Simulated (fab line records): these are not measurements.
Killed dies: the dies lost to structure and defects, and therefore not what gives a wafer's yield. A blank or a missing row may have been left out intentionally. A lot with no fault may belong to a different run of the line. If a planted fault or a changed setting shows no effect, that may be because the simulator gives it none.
Chamber matching :: flow nandHarc :: 3 sister chambers for NHARC_A_CONTACT_DEP_24 on pecvd-01
The step deposits SiO2, target thk 500 nm. 3 wafers are shown with their chamber, then 7 later ones without.

## WAFERS, EACH WITH ITS CHAMBER
wafer: L089.4
chamber: 0
throttleValvePct (%): 16.2

wafer: L093.2
chamber: 1
throttleValvePct (%): 16.9

wafer: L093.4
chamber: 2
throttleValvePct (%): 15.1

## WAFERS WITH NO CHAMBER GIVEN
wafer: L093.6
throttleValvePct (%): 16.1

wafer: L096.1
throttleValvePct (%): 16.6

wafer: L096.5
throttleValvePct (%): 16.1

wafer: L096.6
throttleValvePct (%): 16.5

wafer: L097.2
throttleValvePct (%): 15.2

wafer: L097.4
throttleValvePct (%): 16.2

wafer: L097.6
throttleValvePct (%): 15.0

## CHAMBER TAKEN BY EACH
wafer: L093.6
from the rows above: 0
in truth: 0

wafer: L096.1
from the rows above: can't be placed: 1 or 0
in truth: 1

wafer: L096.5
from the rows above: 0
in truth: 0

wafer: L096.6
from the rows above: can't be placed: 0 or 1
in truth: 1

wafer: L097.2
from the rows above: 2
in truth: 2

wafer: L097.4
from the rows above: 0
in truth: 0

wafer: L097.6
from the rows above: 2
in truth: 2
Correct placement for 5 of the 7. Not placeable from these rows: 2 (in 2, the candidates include the true chamber). 0 placed wrongly.
How it was worked out, from the rows above alone: a wafer's distance from a chamber is the root of the sum, over the readings, of the square of ((its reading less the chamber's mean) divided by the reading's scatter). If the next closest chamber is less than 2 further off than the closest, the wafer can't be placed; otherwise it belongs to the closest. For every chamber, the mean is computed from those of its wafers that are shown. The scatter (one wafer shown for each chamber): square how far every hidden wafer sits from the nearest shown wafer, average those squares and take the square root.
